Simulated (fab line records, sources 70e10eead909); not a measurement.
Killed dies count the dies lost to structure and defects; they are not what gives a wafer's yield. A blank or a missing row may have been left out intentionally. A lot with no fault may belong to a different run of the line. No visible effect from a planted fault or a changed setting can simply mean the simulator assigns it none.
Which tool is to blame? ; flow nand-harc ; 6 lots with 18 wafers sampled at 3 steps, on a route of 1302 steps

## WHAT THE GAUGES SHOWED, per wafer
NHARC_A_BONDPAD_THK_MEAS_30: measures by ellipsometry.
lot;measured;on;thk-nm (nm)
L484;day 23 19:25;film-metro-01;199.9 201.0 198.5
L486;day 24 09:50;film-metro-01;200.7 199.4 202.8
L492;day 27 05:47;film-metro-01;199.6 199.2 196.8
L496;day 29 22:44;film-metro-01;199.6 194.9
L502;day 31 01:52;film-metro-02;202.8 201.0 200.6
L504;day 32 22:08;film-metro-01;199.3 195.0 198.1

## WHAT TOOL EACH LOT RAN ON (gives the tool, then ch and the chambers of the sampled wafers, and finally the start)
lot;NHARC_A_M1_PRE_CLEAN_30;NHARC_A_M1_PVD_21
L484;pvd-sputter-02, day 23 16:34 or earlier;pvd-sputter-02, day 23 16:34
L486;pvd-sputter-01, day 24 07:08 or earlier;pvd-sputter-01, day 24 07:08
L492;pvd-sputter-02, day 27 03:07 or earlier;pvd-sputter-02, day 27 03:07
L496;pvd-sputter-01, day 29 20:05 or earlier;pvd-sputter-01, day 29 20:05
L502;pvd-sputter-02, day 30 23:11 or earlier;pvd-sputter-02, day 30 23:11
L504;pvd-sputter-03, day 32 19:26 or earlier;pvd-sputter-03, day 32 19:26
- NHARC_A_M1_PRE_CLEAN_30: time 30 s.
- NHARC_A_M1_PVD_21: deposits Cu, target thk 30 nm, time 20.49 s.

## THE ANSWER, worked out from the rows above alone
Rule: the lots themselves supply what counts as usual. The widest of any qualifying gaps counts: lots, ordered by their means at a reading, are off when they make up no more than a third of the lots, leave a main group of 4 or more, and stand apart from it by 3 or more times the standard deviation of that group's means. A main group is skipped when, at the precision printed for the reading in the tables above, its means are all equal. A lot without any number at a reading at which 4 lots or more have one is off too. Any other lot the step has rows for is counted as sound.
Across all readings shown, no lot is off: no conclusion can be drawn from this.

## WHAT THE SIMULATOR PUT IN
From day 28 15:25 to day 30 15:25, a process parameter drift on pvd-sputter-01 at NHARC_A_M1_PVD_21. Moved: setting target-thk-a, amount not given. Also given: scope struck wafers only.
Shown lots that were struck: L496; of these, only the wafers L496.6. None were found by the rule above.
